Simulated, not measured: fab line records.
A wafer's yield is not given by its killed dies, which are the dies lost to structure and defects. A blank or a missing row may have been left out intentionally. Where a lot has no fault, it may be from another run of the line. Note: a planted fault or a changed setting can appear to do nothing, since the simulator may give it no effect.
Chamber matching ; flow nand harc ; NHARC_A_ZERO_WELL_ETCH_13 on rie si-05 has 4 sister chambers
The step etches the open film in HBr/Cl2, target depth 120 nm, time 40.1 s. 14 wafers are shown with their chamber, then 7 later ones without.

== WAFERS, EACH WITH ITS CHAMBER ==
wafer;chamber;rf fwd power W (W);oes product au (a.u.);throttle valve pct (%)
L682.1;3;393.1;1.003;26.415
L682.2;1;395.2;0.990;26.411
L682.5;0;396.3;1.006;26.402
L683.2;0;396.6;1.013;26.406
L683.5;1;396.7;0.993;26.385
L683.6;2;392.6;0.998;26.417
L689.1;0;395.5;1.010;26.404
L689.2;3;393.2;0.992;26.396
L689.3;1;396.5;0.992;26.412
L697.3;1;397.6;1.003;26.401
L697.4;0;396.0;1.008;26.401
L697.5;0;396.3;1.011;26.411
L699.1;1;396.6;1.003;26.402
L699.2;3;393.5;0.999;26.406

SIGNATURES, as means of the wafers listed above
reading;chamber 0;chamber 1;chamber 2;chamber 3;scatter within a chamber
rf fwd power W;396.140;396.520;392.600;393.267;0.61
oes product au;1.00960;0.99620;0.99800;0.99800;0.005
throttle valve pct;26.40480;26.40220;26.41700;26.40567;0.00845
Rule: for each reading, subtract the chamber's mean from the wafer's reading, divide by that reading's scatter and square the result; add these up over the readings and take the root, which gives the wafer's distance from the chamber. If the next closest chamber is less than 2 further off than the closest, the wafer can't be placed; otherwise it belongs to the closest. The scatter: the root of (the sum of the squares of (reading less its chamber's mean) over the shown wafers, divided by (wafers less chambers)).

== WAFERS WHOSE CHAMBER IS MISSING ==
wafer;rf fwd power W (W);oes product au (a.u.);throttle valve pct (%)
L699.3;394.6;1.018;26.405
L701.3;395.2;1.020;26.396
L701.5;396.8;1.008;26.424
L701.6;392.7;1.008;26.407
L703.1;395.3;1.005;26.403
L703.2;393.9;1.000;26.404
L703.5;392.4;0.998;26.401

== EACH ONE'S CHAMBER ==
wafer;from the rows above;in truth
L699.3;can't be placed: 0 or 3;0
L701.3;0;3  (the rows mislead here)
L701.5;can't be placed: 0 or 1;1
L701.6;can't be placed: 3 or 2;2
L703.1;can't be placed: 0 or 1 or 3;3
L703.2;can't be placed: 3 or 2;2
L703.5;can't be placed: 3 or 2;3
Correct placement for 0 of the 7. Not placeable from these rows: 6 (in 6, the candidates include the true chamber). Placed wrongly: 1.
